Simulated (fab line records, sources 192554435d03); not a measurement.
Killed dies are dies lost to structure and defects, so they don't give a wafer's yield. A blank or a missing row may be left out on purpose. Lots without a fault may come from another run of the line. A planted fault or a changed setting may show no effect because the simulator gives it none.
Which tool did it? | flow n5_finfet | 12 lots, 36 wafers sampled, at 1 step of a route of 1938

WHAT THE GAUGES READ, wafer by wafer
N5_BEOL_M12_INSPECT_55: inspects for defects (darkfield).
lot  | measured     | on                | raw_defect_count
L075 | day 11 07:57 | defect_inspect-02 | 49 53 53
L077 | day 11 12:39 | defect_inspect-01 | 78 52 68
L080 | day 12 06:25 | defect_inspect-02 | 117 95 81
L081 | day 12 19:58 | defect_inspect-02 | 50 53 62
L084 | day 13 12:17 | defect_inspect-01 | 83 100 116
L085 | day 14 00:46 | defect_inspect-01 | 60 53 65
L087 | day 14 20:53 | defect_inspect-02 | 91 60 67
L088 | day 15 14:43 | defect_inspect-02 | 68 92 112
L090 | day 15 23:59 | defect_inspect-02 | 70 76 52
L092 | day 16 07:24 | defect_inspect-01 | 57 39 67
L095 | day 16 14:35 | defect_inspect-02 | 92 46 45
L096 | day 17 11:19 | defect_inspect-01 | 55 76 64

WHICH TOOL RAN EACH LOT (tool, then ch and the chambers of the sampled wafers, then the start)
The record holds no process step before these readings.

THE ANSWER, worked out from the rows above alone
Rule: what is usual is taken from the lots themselves. Put in order of their means at a reading, lots are off if they are a third of the lots or fewer, leave a main group of 4 or more, and stand apart from it by a gap of 3 or more times the standard deviation of the main group's means; of several such gaps the widest counts. A main group whose means are all the same, to the digits that the tables above print for the reading, isn't used. A lot without any number at a reading at which 4 lots or more have one is off too. The other lots that the step has rows for count as sound.
No lot is off at any reading shown: from this, nothing can be told.

WHAT THE SIMULATOR HAD PUT IN
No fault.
